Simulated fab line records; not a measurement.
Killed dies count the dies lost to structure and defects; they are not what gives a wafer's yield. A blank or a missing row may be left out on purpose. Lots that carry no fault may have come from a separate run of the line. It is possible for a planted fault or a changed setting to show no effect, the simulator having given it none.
2 desks, one fault    flow nand_harc    every desk sees just its own numbers, and what lay behind them comes last

## THE METROLOGY DESK
Lot by lot, what the gauges showed, no matter which tool ran the lot: averages of those sampled wafers that carry a number. If a lot's mean is further than 4 standard deviations from the usual mean, the lot is out of limits and carries the mark OUT (the distance appears in the brackets).
Columns: A = trench_depth_nm at NHARC_P_STI_OCD_MEAS_17, usual 300 nm; B = trench_foot_cd_nm at NHARC_P_STI_OCD_MEAS_17, usual 158.3 nm
lot   first seen here  A    B
L136  day 2 20:38      300  156.4
L137  day 3 09:17      301  153.8
L138  day 3 17:10      299  157.4
L142  day 5 08:29      299  158.6
L143  day 5 18:19      304  155.7
L144  day 6 04:27      303  156.8
L145  day 6 15:01      305  158.5
L146  day 7 02:10      301  158.0
L148  day 7 22:23      295  158.9
L149  day 8 05:53      303  158.0
L151  day 9 03:26      301  159.1
L154  day 10 07:40     296  160.4
L155  day 10 18:19     300  161.0
L156  day 11 06:04     301  160.7
L159  day 12 09:55     297  157.7
Finding of this desk: none of the 15 lots has anything out of limits.

## THE TOOL OWNER'S DESK: lpcvd_poly-02
The tool's own readings at NHARC_P_GATE_CVD_17 (deposits poly-Si, target thk 150 nm, time 900 s): means of the sampled wafers that have a number, for each lot that ran on this tool. If a lot's mean is further than 4 standard deviations from the usual mean, the lot is out of limits and carries the mark OUT (the distance appears in the brackets).
Columns: A = run_length_s at NHARC_P_GATE_CVD_17, usual 901.4 s; B = spike_tc_bottom_C at NHARC_P_GATE_CVD_17, usual 640 C; C = spike_tc_lower_C at NHARC_P_GATE_CVD_17, usual 620.6 C
lot   first seen here  A      B    C
L136  day 4 20:38      902.3  642  621.0
L138  day 5 15:53      902.3  641  621.1
L143  day 7 16:29      902.5  641  622.2
L145  day 8 15:11      901.9  641  621.8
L146  day 8 22:47      901.6  642  622.1
Finding of this desk: none of the 5 lots has anything out of limits.

## BROUGHT TOGETHER
From the metrology desk's view, nothing was out of limits.
The desk of the tool owner found nothing out of limits.

## WHAT THE SIMULATOR PUT IN
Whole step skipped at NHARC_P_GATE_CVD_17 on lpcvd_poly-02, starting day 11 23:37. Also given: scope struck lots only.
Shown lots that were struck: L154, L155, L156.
